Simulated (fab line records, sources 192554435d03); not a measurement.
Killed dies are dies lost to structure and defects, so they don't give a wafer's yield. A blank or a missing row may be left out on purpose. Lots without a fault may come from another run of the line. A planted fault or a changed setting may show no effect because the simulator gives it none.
Split-lot experiment | flow n5_finfet | 7 lots, 21 wafers read, on a route of 1938 steps

THE SPLIT
At N5_MOL_CONTACT_COAG_EXPOSE_05 (exposes mask CA, defocus 0 nm), the setting dose_mj was moved away from the recipe's 38.25 on 6 of the 21 wafers read, by -7.1% to +6.9%. The other wafers ran this setting at the recipe's value.

FROM THE SPLIT TO THE READING: what the file shows between them, 2 steps
- N5_MOL_CONTACT_COAG_PEB_06: peb time 60 s
- N5_MOL_CONTACT_COAG_DEVELOP_07: develop time 30 s

THE READING
cd_nm, in nm, at N5_MOL_CONTACT_COAG_CD_MEAS_08 (target cd 28 nm). Fault-free wafers of this fab line usually give 27.99 nm, standard deviation 0.25 nm.

wafer  | tool, chamber at the split | dose_mj as run | against the recipe | cd_nm, nm | against lot-mates on the recipe
L080.2 | euv_scanner-01, 0          | 35.53          | -7.1%              | 26.03     | -1.96
L080.4 | euv_scanner-01, 0          | 35.53          | -7.1%              | 26.47     | -1.52
L080.6 | euv_scanner-01, 0          | 38.25          | recipe             | 27.99     | -
L082.1 | euv_scanner-02, 0          | 38.25          | recipe             | 28.05     | -
L082.2 | euv_scanner-02, 0          | 38.25          | recipe             | 27.72     | -
L082.3 | euv_scanner-02, 0          | 38.25          | recipe             | 27.65     | -
L083.1 | euv_scanner-02, 0          | 38.25          | recipe             | 27.99     | -
L083.2 | euv_scanner-02, 0          | 38.25          | recipe             | 27.88     | -
L083.5 | euv_scanner-02, 0          | 39.09          | +2.2%              | 28.38     | +0.45
L086.1 | euv_scanner-02, 0          | 39.11          | +2.2%              | 28.43     | +0.35
L086.3 | euv_scanner-02, 0          | 38.25          | recipe             | 27.98     | -
L086.6 | euv_scanner-02, 0          | 38.25          | recipe             | 28.18     | -
L090.2 | euv_scanner-01, 0          | 40.63          | +6.2%              | 29.40     | +1.25
L090.4 | euv_scanner-01, 0          | 38.25          | recipe             | 27.90     | -
L090.6 | euv_scanner-01, 0          | 38.25          | recipe             | 28.39     | -
L091.2 | euv_scanner-01, 0          | 38.25          | recipe             | 28.06     | -
L091.4 | euv_scanner-01, 0          | 38.25          | recipe             | 27.97     | -
L091.6 | euv_scanner-01, 0          | 38.25          | recipe             | 28.07     | -
L094.3 | euv_scanner-02, 0          | 38.25          | recipe             | 27.29     | -
L094.5 | euv_scanner-02, 0          | 40.89          | +6.9%              | 29.03     | +1.35
L094.6 | euv_scanner-02, 0          | 38.25          | recipe             | 28.08     | -

THE FIT
A straight line over all 21 wafers: cd_nm changes by +0.217 nm for each +1% of dose_mj; r = +0.94; the points scatter about the line by 0.25 nm.
The same after taking each lot's own level away (the mean of its wafers on the recipe; 21 wafers): +0.222 nm for each +1%; r = +0.96; scatter 0.2 nm.
On that fit, the largest move of dose_mj shifts the reading by 1.6 nm.
The lots' own levels span 27.685 to 28.145 nm, that is 1.8 times the standard deviation above.
So the lot-to-lot level changes the slope little: the two slopes agree.
Check: with one of the wafers moved furthest among these (-7.1%) left out of the fit, the line predicts -1.46 nm for it against its lot-mates. It came out at -1.96 nm against them.

OTHER SPLITS ON THESE WAFERS
These wafers also went through other splits before the reading. Each is held against what the fit with the lots' levels taken away leaves over:
other split on the same wafers    | wafers away from the commonest value | r with cd_nm (lot level and that fit taken away)
N5_HKMG_FIN_ETCH_54 source_w      | 7                                    | -0.06
N5_GATE_CUT_COAT_27 spin_rpm      | 5                                    | +0.11
N5_GATE_CUT_ETCH_36 cf4_flow_sccm | 5                                    | +0.19

THE WHOLE CHAIN: every reading that the file lists as answering this split, in the file's order
step                           | what it does                                                        | reading                                                                        | change (the file's fit)               | r (the file's)
N5_MOL_CONTACT_COAG_CD_MEAS_08 | target cd 28 nm                                                     | cd_nm                                                                          | +0.213 nm for each +1% of the setting | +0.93
N5_MOL_CONTACT_COAG_ETCH_59    | etches underlayer in N2/H2, target depth 13 nm, time 10.4 s         | MOL_CONTACT_COAG.cd_offset_nm (the simulator's own value, which no gauge read) | +0.197 nm for each +1% of the setting | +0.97
N5_MOL_CONTACT_COAG_ETCH_105   | etches SiARC in CF4, target depth 15.6 nm, time 26 s                | MOL_CONTACT_COAG.cd_offset_nm (the simulator's own value, which no gauge read) | +0.189 nm for each +1% of the setting | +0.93
N5_MOL_CONTACT_COAG_ETCH_106   | etches SOC in N2/H2, target depth 80 nm, overetch 16 nm, time 120 s | MOL_CONTACT_COAG.cd_offset_nm (the simulator's own value, which no gauge read) | +0.158 nm for each +1% of the setting | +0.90
N5_MOL_CONTACT_COAG_ETCH_15    | etches SiNx in CH3F/O2, stops on Si:P, target depth 7 nm            | MOL_CONTACT_COAG.cd_offset_nm (the simulator's own value, which no gauge read) | +0.171 nm for each +1% of the setting | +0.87

THE FILE'S OWN FIT
cd_nm changes by +0.213 nm for each +1% of dose_mj, r = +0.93.
